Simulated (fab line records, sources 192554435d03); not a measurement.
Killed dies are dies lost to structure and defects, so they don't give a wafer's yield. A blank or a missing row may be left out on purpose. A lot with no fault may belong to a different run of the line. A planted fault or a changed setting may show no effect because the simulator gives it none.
Matching of chambers ; flow n5_finfet ; rie_diel-02 running N5_BEOL_M3_STRIP_36: 4 sister chambers
The step strips in N2/H2. 8 wafers are shown with their chamber, then 9 later ones without.

== WAFERS WITH THEIR CHAMBER ==
wafer;chamber;showerhead_plenum_p_Torr (Torr);throttle_valve_pct (%)
L079.4;2;2.52;24.02
L080.6;1;2.64;24.01
L086.2;0;2.48;23.25
L086.3;1;2.63;24.05
L086.4;3;2.69;23.59
L088.2;0;2.48;23.27
L088.5;3;2.69;23.62
L088.6;2;2.51;24.03

== WAFERS WITH NO CHAMBER GIVEN ==
wafer;showerhead_plenum_p_Torr (Torr);throttle_valve_pct (%)
L089.2;2.69;23.60
L089.4;2.51;24.03
L089.5;2.51;24.01
L090.2;2.51;24.03
L090.3;2.63;24.08
L090.4;2.48;23.29
L097.1;2.50;24.02
L097.5;2.62;24.07
L097.6;2.47;23.29

== CHAMBER TAKEN BY EACH ==
wafer;from the rows above;in truth
L089.2;3;3
L089.4;2;2
L089.5;2;2
L090.2;2;2
L090.3;1;1
L090.4;0;0
L097.1;2;2
L097.5;1;1
L097.6;0;0
Correct placement for 9 of the 9. From these rows, 0 cannot be placed. Wrongly placed: 0.
How it was worked out, from the rows above alone: a wafer's distance from a chamber is the root of the sum, over the readings, of the square of ((its reading less the chamber's mean) divided by the reading's scatter). The wafer belongs to the nearest chamber; if the next one is less than 2 further off, it can't be placed. Each chamber's mean is taken over the wafers shown for it. The scatter: take each reading less its chamber's mean, square it, sum over the shown wafers, divide by the number of wafers less the number of chambers, and take the root.
